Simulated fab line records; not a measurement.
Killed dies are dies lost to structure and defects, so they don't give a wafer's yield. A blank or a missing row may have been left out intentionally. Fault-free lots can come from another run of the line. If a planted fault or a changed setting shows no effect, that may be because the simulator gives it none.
One fault through the eyes of 2 desks ; flow nand-harc ; only its own numbers are on each desk; what lay behind them is given at the end

== THE DEFECT DESK ==
Per lot, the means of the sampled wafers with a number show what the inspections along the route counted. A lot is out of limits, marked OUT, if its mean lies more than 4 standard deviations from the usual mean; the brackets give that distance.
Columns: A = raw-defect-count at NHARC_A_SLIT_INSPECT_11, usual 20; B = raw-defect-count at NHARC_A_SIN_REMOVE_INSPECT_04, usual 291
lot;first seen here;A;B
L722;day 14 06:37;27;263
L725;day 14 21:41;27;208
L726;day 15 07:52;16;494
L730;day 16 08:20;28;573
L736;day 17 15:52;33;290
L739;day 18 07:28;17;353
L737;day 18 12:07;31;222
L741;day 18 19:02;35;362
L740;day 19 05:49;18;233
L744;day 19 22:37;19;486
L743;day 19 22:55;14;289
L742;day 19 23:05;20;271
This desk's finding: nothing out of limits on any of the 12 lots.

== FOR THE TOOL OWNER'S DESK: rie-diel-09 ==
The tool's own readings at NHARC_A_SLIT_STRIP_18 (strips in O2): means of the sampled wafers that have a number, for each lot that ran on this tool. A lot is out of limits, marked OUT, if its mean lies more than 4 standard deviations from the usual mean; the brackets give that distance.
Columns: A = drypump-motor-current-A at NHARC_A_SLIT_STRIP_18, usual 5.8 A; B = oes-product-au at NHARC_A_SLIT_STRIP_18, usual 1.003 a.u.; C = rf-vpp-V at NHARC_A_SLIT_STRIP_18, usual 57.8 V; D = showerhead-plenum-p-Torr at NHARC_A_SLIT_STRIP_18, usual 3.54 Torr; E = throttle-valve-pct at NHARC_A_SLIT_STRIP_18, usual 17.036 %
lot;first seen here;A;B;C;D;E
L722;day 14 14:30;5.6;1.005;57.4;3.53;17.038
L726;day 15 11:11;6.2;1.007;58.4;3.69;17.043
L730;day 16 11:26;6.2;0.997;57.3;3.59;17.034
L740;day 19 08:53;5.6;1.012;57.3;3.53;17.033
This desk's finding: nothing out of limits on any of the 4 lots.

== TAKEN TOGETHER ==
The defect desk saw nothing out of limits.
The tool owner's desk saw nothing out of limits.

== WHAT THE SIMULATOR HAD PUT IN ==
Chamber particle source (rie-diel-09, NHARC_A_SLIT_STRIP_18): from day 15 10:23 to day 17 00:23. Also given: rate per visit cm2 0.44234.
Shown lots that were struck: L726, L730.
